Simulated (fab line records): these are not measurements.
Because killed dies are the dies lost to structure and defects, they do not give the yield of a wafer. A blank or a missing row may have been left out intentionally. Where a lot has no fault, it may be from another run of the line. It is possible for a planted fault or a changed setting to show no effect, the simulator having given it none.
Split-lot trial | flow n5Finfet | 7 lots, 21 wafers read, on a route of 1938 steps

## ON THE SPLIT
At N5_BEOL_M3_DEP_57 (deposits SiCN from 3MS/NH3, target thk 8 nm, time 14 s), the setting timeS was moved away from the recipe's 14 s on 3 of the 21 wafers read, by -6.6% to +13.0%. The other wafers ran this setting at the recipe's value.

The split's own step is where the reading is taken.

## THE READING
SiCN_of_BEOL_M3_DEP_57.thkNm (the simulator's own value, which no gauge read), in nm, at N5_BEOL_M3_DEP_57 (deposits SiCN from 3MS/NH3, target thk 8 nm, time 14 s). No usual value for it is given in the file. Across the 18 wafers here that went through the recipe, the average is 8.2 nm and the standard deviation 0.14 nm.

wafer  | tool, chamber at the split | timeS as run, s | against the recipe | SiCN_of_BEOL_M3_DEP_57.thkNm, nm | against lot-mates on the recipe
L074.3 | pecvd-02, 0,1              | 15.82           | +13.0%             | 9                                | +0.6
L074.6 | pecvd-02, 0,1              | 15.82           | +13.0%             | 9                                | +0.6
L074.5 | pecvd-02, 0                | 14              | recipe             | 8.4                              | -
L077.1 | pecvd-01, 0                | 14              | recipe             | 8                                | -
L077.4 | pecvd-01, 1,2              | 14              | recipe             | 8.2                              | -
L077.5 | pecvd-01, 1,2              | 14              | recipe             | 8.2                              | -
L086.1 | pecvd-04, 0,2,0            | 14              | recipe             | 8                                | -
L086.3 | pecvd-04, 0,2,0            | 14              | recipe             | 8                                | -
L086.6 | pecvd-04, 0,2,0            | 14              | recipe             | 8                                | -
L087.1 | pecvd-04, 0,1              | 14              | recipe             | 8                                | -
L087.2 | pecvd-04, 0,1              | 14              | recipe             | 8                                | -
L087.6 | pecvd-04, 2                | 14              | recipe             | 8.2                              | -
L091.3 | pecvd-04, 2                | 14              | recipe             | 8.2                              | -
L091.4 | pecvd-04, 0                | 13.07           | -6.6%              | 7.8                              | -0.5
L091.6 | pecvd-04, 1                | 14              | recipe             | 8.4                              | -
L093.1 | pecvd-04, 0                | 14              | recipe             | 8                                | -
L093.2 | pecvd-04, 1,0              | 14              | recipe             | 8.2                              | -
L093.4 | pecvd-04, 1,0              | 14              | recipe             | 8.2                              | -
L094.2 | pecvd-04, 2,1              | 14              | recipe             | 8.2                              | -
L094.6 | pecvd-04, 2,1              | 14              | recipe             | 8.2                              | -
L094.4 | pecvd-04, 2                | 14              | recipe             | 8.4                              | -
Rows listing several chambers each stand for several wafers; the file does not say which wafer went through which chamber.

FIT RESULTS
A straight line over all 21 wafers: SiCN_of_BEOL_M3_DEP_57.thkNm changes by +0.0634 nm for each +1% of timeS; r = +0.89; the points scatter about the line by 0.14 nm.
The same after taking each lot's own level away (the mean of its wafers on the recipe; 21 wafers): +0.0502 nm for each +1%; r = +0.92; scatter 0.091 nm.
That fit puts the effect of the largest move of timeS on the reading at 0.65 nm.
The span of the lots' own levels, 8.00 to 8.40 nm, comes to 2.8 times the standard deviation stated above.
So the slope is not independent of the lot-to-lot level: the two fits are not the same.
Check: for one of the wafers moved furthest among these (+13.0%), held out of the fit, the line's prediction against its lot-mates is +0.671 nm. Against them it came out at +0.6 nm.

## THE OTHER SPLITS THESE WAFERS WENT THROUGH
Note: prior to the reading, these wafers also went through further splits. Each is held against what the fit with the lots' levels taken away leaves over:
other split on the same wafers            | wafers away from the commonest value | r with SiCN_of_BEOL_M3_DEP_57.thkNm (lot level and that fit taken away)
N5_BEOL_M0_SAQP_SPACER2_ALD_26 targetThkA | 8                                    | -0.08
N5_BEOL_M0_SAQP_COAT_87 tempC             | 4                                    | -0.02
N5_BEOL_M1_COAT_61 spinRpm                | 9                                    | -0.22
N5_BEOL_M1_COAT_62 spinRpm                | 5                                    | -0.21
N5_BEOL_M3_HM_DEP_02 targetThkA           | 10                                   | +0.18
N5_BEOL_M3_COAT_62 spinRpm                | 8                                    | -0.33

## THE FILE'S OWN FIT
SiCN_of_BEOL_M3_DEP_57.thkNm changes by +0.0522 nm for each +1% of timeS, r = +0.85.
